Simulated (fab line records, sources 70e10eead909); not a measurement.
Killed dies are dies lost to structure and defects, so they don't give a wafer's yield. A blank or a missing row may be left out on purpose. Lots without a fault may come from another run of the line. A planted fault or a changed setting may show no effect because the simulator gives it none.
Which tool did it? | flow nand_harc | 13 lots, 39 wafers sampled, at 6 steps of a route of 1302

WHAT THE GAUGES READ, wafer by wafer
NHARC_P_GATE_CD_MEAS_91: target cd 2000 nm. Usual: cd_nm 2000.2 nm, standard deviation 1.3.
lot  | measured     | on        | cd_nm (nm)           | flag
L471 | day 6 15:10  | cd_sem-02 | 2000.6 2000.0 2000.1 |
L472 | day 6 17:01  | cd_sem-02 | 2000.2 2000.4 2001.0 |
L474 | day 7 05:39  | cd_sem-01 | 1997.9 1998.1 1998.2 |
L475 | day 7 18:25  | cd_sem-02 | 2000.7 2001.4 2001.3 |
L476 | day 8 03:19  | cd_sem-01 | 2000.5 2001.4 2001.5 |
L477 | day 8 19:43  | cd_sem-01 | 1996.7 1999.0 1997.2 |
L478 | day 8 19:56  | cd_sem-01 | 2002.5 2000.5 2000.0 |
L479 | day 9 21:32  | cd_sem-02 | 2171.6 2171.8 2172.3 | OFF
L480 | day 9 23:47  | cd_sem-01 | 2000.6 2001.1 2001.8 |
L489 | day 13 21:37 | cd_sem-01 | 2000.3 1998.9 1999.9 |
L492 | day 14 19:16 | cd_sem-03 | 2000.4 2000.2 2000.8 |
L491 | day 14 19:58 | cd_sem-03 | 2001.4 2002.6 2003.2 |
L493 | day 15 05:17 | cd_sem-02 | 2000.9 2000.7 1998.4 |

NHARC_END_SORT_01. Usual: killed_at_array 52, standard deviation 17; killed_at_other 0.8, standard deviation 1.1; killed_at_periphery 3.2, standard deviation 2.2; killed_dies 57, standard deviation 17; killed_open 3.4, standard deviation 1.8; killed_short 2.4, standard deviation 1.6.
lot  | measured     | on        | killed_at_array | killed_at_other | killed_at_periphery | killed_dies | killed_open | killed_short | flag
L479 | day 28 08:31 | prober-01 | 72 76 72        | 1 1 2           | 1 3 3               | 74 80 77    | 2 4 6       | 0 2 2        |

WHICH TOOL RAN EACH LOT (tool, then ch and the chambers of the sampled wafers, then the start)
lot  | NHARC_P_GATE_EXPOSE_88            | NHARC_P_GATE_DEGAS_109       | NHARC_P_GATE_RTA_82              | NHARC_P_CONTACT_DEP_00
L471 | krf_scanner-04 ch 0, day 6 15:01  | pvd_sputter-03, day 6 17:16  | rtp_anneal-01 ch 0, day 6 18:08  | pecvd-02 ch 0,1,2, no start
L472 | krf_scanner-04 ch 0, day 6 16:52  | pvd_sputter-01, day 6 19:11  | rtp_anneal-01 ch 0, day 6 19:59  | pecvd-02 ch 0,1,2, no start
L474 | krf_scanner-02 ch 0, day 7 05:29  | pvd_sputter-01, day 7 07:47  | rtp_anneal-01 ch 0, day 7 08:32  | pecvd-03 ch 0,2, no start
L475 | krf_scanner-04 ch 0, day 7 18:17  | pvd_sputter-03, day 7 20:34  | rtp_anneal-01 ch 0, day 7 21:24  | pecvd-03 ch 0,1,2, no start
L476 | krf_scanner-03 ch 0, day 8 03:10  | pvd_sputter-02, day 8 05:34  | rtp_anneal-02 ch 0, day 8 06:20  | pecvd-01 ch 1,2, no start
L477 | krf_scanner-04 ch 0, day 8 19:34  | pvd_sputter-03, day 8 21:50  | rtp_anneal-01 ch 0, day 8 22:46  | pecvd-02 ch 0,1, day 8 23:21
L478 | krf_scanner-03 ch 0, day 8 19:47  | pvd_sputter-01, day 8 22:17  | rtp_anneal-02 ch 0, day 8 23:03  | pecvd-01 ch 1,2, no start
L479 | krf_scanner-04 ch 0, day 9 21:23  | pvd_sputter-01, day 9 23:40  | rtp_anneal-01 ch 0, day 10 00:26 | pecvd-01 ch 0,2, day 28 08:31 or earlier
L480 | krf_scanner-03 ch 0, day 9 23:38  | pvd_sputter-01, day 10 01:56 | rtp_anneal-01 ch 0, day 10 02:43 | pecvd-03 ch 0,1,2, no start
L489 | krf_scanner-04 ch 0, day 13 21:28 | pvd_sputter-02, day 13 23:44 | rtp_anneal-01 ch 0, day 14 00:30 | pecvd-03 ch 0,1,2, no start
L492 | krf_scanner-03 ch 0, day 14 19:07 | pvd_sputter-03, day 14 21:23 | rtp_anneal-01 ch 0, day 14 22:11 | pecvd-02 ch 1,2, no start
L491 | krf_scanner-03 ch 0, day 14 19:49 | pvd_sputter-02, day 14 22:09 | rtp_anneal-01 ch 0, day 14 22:55 | pecvd-03 ch 1,2, no start
L493 | krf_scanner-02 ch 0, day 15 05:08 | pvd_sputter-01, day 15 07:25 | rtp_anneal-01 ch 0, day 15 08:11 | pecvd-03 ch 0,2, no start
- NHARC_P_GATE_EXPOSE_88: exposes mask P HVN, target cd 2000 nm.
- NHARC_P_GATE_DEGAS_109: time 60 s.
- NHARC_P_GATE_RTA_82: time 30 s.
- NHARC_P_CONTACT_DEP_00: deposits SiO2, target thk 500 nm.

WHAT THE TOOLS THEMSELVES READ (means of the sampled wafers that have a number; where no wafer has one, the mark that the record gives instead)
NHARC_P_GATE_EXPOSE_88. Usual: reticle_temp_C 22.97 C, standard deviation 0.1.
lot  | tool           | reticle_temp_C (C) | flag
L471 | krf_scanner-04 | 23.07              |
L472 | krf_scanner-04 | 22.93              |
L474 | krf_scanner-02 | 23.02              |
L475 | krf_scanner-04 | 23.03              |
L476 | krf_scanner-03 | 22.85              |
L477 | krf_scanner-04 | 22.94              |
L478 | krf_scanner-03 | 22.95              |
L479 | krf_scanner-04 | 23.07              |
L480 | krf_scanner-03 | 23.02              |
L489 | krf_scanner-04 | 22.88              |
L492 | krf_scanner-03 | 22.92              |
L491 | krf_scanner-03 | 22.88              |
L493 | krf_scanner-02 | 22.99              |

NHARC_P_GATE_DEGAS_109. Usual: heater_power_w 462 W, standard deviation 53.
lot  | tool           | heater_power_w (W) | flag
L471 | pvd_sputter-03 | 461                |
L472 | pvd_sputter-01 | 521                |
L474 | pvd_sputter-01 | 506                |
L475 | pvd_sputter-03 | 448                |
L476 | pvd_sputter-02 | 489                |
L477 | pvd_sputter-03 | 430                |
L478 | pvd_sputter-01 | 475                |
L479 | pvd_sputter-01 | 471                |
L480 | pvd_sputter-01 | 488                |
L489 | pvd_sputter-02 | 470                |
L492 | pvd_sputter-03 | 448                |
L491 | pvd_sputter-02 | 463                |
L493 | pvd_sputter-01 | 436                |

NHARC_P_GATE_RTA_82. Usual: lamp_power_pct 4.16 %, standard deviation 0.18; wafer_temp_C_max 452.0, standard deviation 0.51.
lot  | tool          | lamp_power_pct (%) | wafer_temp_C_max | flag
L471 | rtp_anneal-01 | 4.29               | 452.0            |
L472 | rtp_anneal-01 | 4.30               | 451.9            |
L474 | rtp_anneal-01 | 4.29               | 452.3            |
L475 | rtp_anneal-01 | 4.30               | 452.0            |
L476 | rtp_anneal-02 | 3.90               | 451.6            |
L477 | rtp_anneal-01 | 4.29               | 452.4            |
L478 | rtp_anneal-02 | 3.90               | 451.5            |
L479 | rtp_anneal-01 | 4.29               | 452.2            |
L480 | rtp_anneal-01 | 4.29               | 451.7            |
L489 | rtp_anneal-01 | 4.29               | 452.3            |
L492 | rtp_anneal-01 | 4.30               | 452.8            |
L491 | rtp_anneal-01 | 4.29               | 451.6            |
L493 | rtp_anneal-01 | 4.29               | 452.4            |

NHARC_P_CONTACT_DEP_00. Usual: heater_power_w 599 W, standard deviation 89; throttle_valve_pct 16.0 %, standard deviation 0.41.
lot  | tool     | heater_power_w (W) | throttle_valve_pct (%) | flag
L471 | pecvd-02 | 603                | 16.0                   |
L472 | pecvd-02 | 558                | 15.9                   |
L474 | pecvd-03 | 620                | 16.1                   |
L475 | pecvd-03 | 607                | 16.3                   |
L476 | pecvd-01 | 597                | 15.4                   |
L477 | pecvd-02 | 649                | 16.3                   |
L478 | pecvd-01 | 584                | 15.4                   |
L479 | pecvd-01 | 614                | 15.7                   |
L480 | pecvd-03 | 538                | 16.0                   |
L489 | pecvd-03 | 621                | 16.3                   |
L492 | pecvd-02 | 551                | 16.2                   |
L491 | pecvd-03 | 644                | 16.1                   |
L493 | pecvd-03 | 635                | 16.3                   |

THE ANSWER, worked out from the rows above alone
Rule: a lot is off if the mean of its wafers that have a number lies more than 3 standard deviations from the usual mean. A lot without any number at a reading at which 4 lots or more have one is off too. The other lots that the step has rows for count as sound. The gauges are gone through in route order, then the tools' own readings, and for those a lot's mean is taken as printed above. The first step at which some lot is off is used, and at that step the reading that is off furthest; a lot without a number counts as furthest.
Off: L479, at NHARC_P_GATE_CD_MEAS_91 (cd_nm).
A tool fits if, at a process step before that reading, it ran every lot that is off, and no sound lot after the first of them. The gauges at NHARC_P_GATE_CD_MEAS_91 are tried like those tools. None of those tried fits.

WHAT THE SIMULATOR HAD PUT IN
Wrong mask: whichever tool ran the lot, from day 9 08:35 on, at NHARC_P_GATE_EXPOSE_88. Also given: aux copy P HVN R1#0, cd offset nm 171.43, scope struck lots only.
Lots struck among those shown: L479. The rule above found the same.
